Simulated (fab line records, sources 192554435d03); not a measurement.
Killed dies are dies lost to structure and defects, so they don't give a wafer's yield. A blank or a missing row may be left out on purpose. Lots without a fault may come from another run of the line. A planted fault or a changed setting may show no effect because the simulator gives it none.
Problem report in the 8D (eight disciplines) form, filled by code | flow n5_finfet | the parts of the form that need people (team, actions taken, sign-off) are left out

1. THE PROBLEM
etch_rf_on_time_s at N5_FIN_SAQP_HM_OPEN_33 reads a mean of 55.4 s on 2 wafers of 2 lots; wafers without a fault read 68.6 s with a standard deviation of 1.9. That is -6.9 standard deviations from the usual mean.
The step: chemistry CH3F/O2, target SiNx, target depth 49.4 nm, time 70.6 s.
First seen on wafer L341.6, day 6 20:20, on rie_diel-01. The record holds 32 wafers of 12 lots with a number at this step. Rule for "out", or "out of limits": more than 4 standard deviations from the usual mean. The other wafers with a number count as sound.

2. WHAT IT IS AND WHAT IT IS NOT
question                    | is                       | is not
which readings at this step | etch_rf_on_time_s        | drypump_motor_current_A, oes_product_au, rf_vpp_V, showerhead_plenum_p_Torr, throttle_valve_pct
which lots                  | L341, L345               | L322, L324, L326, L327, L328, L333, L334, L336, L337, L339
which wafers of those lots  | L341.6, L345.6           | L341.2, L341.3, L345.2, L345.3
read on which tools         | rie_diel-01, rie_diel-06 | rie_diel-03
when                        | from day 6 20:20         | up to then (28 sound wafers); but 2 sound wafers of L345 came after

3. SUSPECTS, AND WHAT RULES EACH OUT
Counting: a tool at a process step up to the reading stays a suspect if it ran every lot that is out. Sound lots after the first of them don't rule it out here, since some wafers of a struck lot are sound.
- rie_si-03 at N5_FIN_SAQP_MANDREL_ETCH_58 (etches a-Si in HBr/Cl2, stops on SiNx, target depth 45 nm, bt time 10 s, time 27 s): kept. It ran every lot that is out, first L341 (day 6 18:56); its last sound lot up to then is L339 (day 6 07:13).
- vapor_etch-02 at N5_FIN_SAQP_RECESS_71 (chemistry HF/NH3, target SiO2, target depth 3 nm, afs cycles 1, sublimation time 60 s): kept. It ran every lot that is out, first L341 (day 6 19:37); its last sound lot up to then is L337 (day 5 20:56).
Left after counting: rie_si-03 at N5_FIN_SAQP_MANDREL_ETCH_58, vapor_etch-02 at N5_FIN_SAQP_RECESS_71.

4. THE CAUSE (what the simulator had put in)
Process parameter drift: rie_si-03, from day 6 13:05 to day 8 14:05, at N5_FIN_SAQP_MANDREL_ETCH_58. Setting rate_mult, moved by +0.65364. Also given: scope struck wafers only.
Counting left 2 suspects, and this tool is among them.

5. THE CHAIN OF EFFECTS, in route order
Each row: a reading whose mean over the struck wafers that have a number lies more than 3 standard deviations from the usual. Only readings for which the record gives a usual standard deviation are gone through. hours: the time from each lot's start at the first step in this table that gives one to its start at this step, as a median over the lots. sigmas: the change in usual standard deviations.
hours | step                   | reading           | usual  | on struck wafers | change | sigmas
0     | N5_FIN_SAQP_HM_OPEN_33 | etch_rf_on_time_s | 68.6 s | 55.4             | -13.2  | -6.9
The process steps in it:
- N5_FIN_SAQP_HM_OPEN_33: chemistry CH3F/O2, target SiNx, target depth 49.4 nm, time 70.6 s.

6. WHAT WOULD HAVE CAUGHT IT SOONER
In this record the first reading out of limits was taken at day 6 20:20, 7 hours after the fault began at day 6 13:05.
Of the tool readings at N5_FIN_SAQP_MANDREL_ETCH_58 for which the record gives a usual standard deviation, none was out on any struck wafer, so an alarm limit of 4 standard deviations on them would not have fired.
Of the lots that are out (2), L345 began N5_FIN_SAQP_MANDREL_ETCH_58 on rie_si-03 after day 6 20:20. A hold on the tool at that time would have spared it.
